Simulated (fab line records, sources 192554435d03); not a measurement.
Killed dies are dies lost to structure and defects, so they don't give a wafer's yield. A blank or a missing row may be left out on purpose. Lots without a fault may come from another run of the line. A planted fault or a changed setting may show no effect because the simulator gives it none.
Chamber matching | flow n5_finfet | N5_BEOL_M11_ETCH_66 on rie_diel-01: 4 sister chambers
The step etches SOC in N2/H2, target depth 120 nm, overetch 24 nm, time 180 s. 7 wafers are shown with their chamber, then 7 later ones without.

WAFERS WITH THEIR CHAMBER
wafer  | chamber | showerhead_plenum_p_Torr (Torr) | throttle_valve_pct (%)
L715.1 | 0       | 2.68                            | 17.83
L715.6 | 0       | 2.68                            | 17.83
L714.1 | 2       | 2.46                            | 17.46
L714.4 | 3       | 2.58                            | 17.65
L714.5 | 3       | 2.58                            | 17.67
L718.1 | 2       | 2.45                            | 17.48
L718.4 | 1       | 2.54                            | 17.80

WAFERS WITHOUT THEIR CHAMBER
wafer  | showerhead_plenum_p_Torr (Torr) | throttle_valve_pct (%)
L718.6 | 2.57                            | 17.68
L717.3 | 2.67                            | 17.84
L717.5 | 2.67                            | 17.85
L717.6 | 2.57                            | 17.68
L729.1 | 2.57                            | 17.71
L729.5 | 2.53                            | 17.85
L729.6 | 2.67                            | 17.87

WHICH CHAMBER EACH WENT THROUGH
wafer  | from the rows above | in truth
L718.6 | 3                   | 3
L717.3 | 0                   | 0
L717.5 | 0                   | 0
L717.6 | 3                   | 3
L729.1 | 3                   | 3
L729.5 | 1                   | 1
L729.6 | 0                   | 0
Placed correctly: 7 of 7. Can't be placed from these rows: 0. Placed wrongly: 0.
How it was worked out, from the rows above alone: a wafer's distance from a chamber is the root of the sum, over the readings, of the square of ((its reading less the chamber's mean) divided by the reading's scatter). The wafer belongs to the nearest chamber; if the next one is less than 2 further off, it can't be placed. A chamber's mean is the mean of its shown wafers. The scatter: the root of (the sum of the squares of (reading less its chamber's mean) over the shown wafers, divided by (wafers less chambers)).
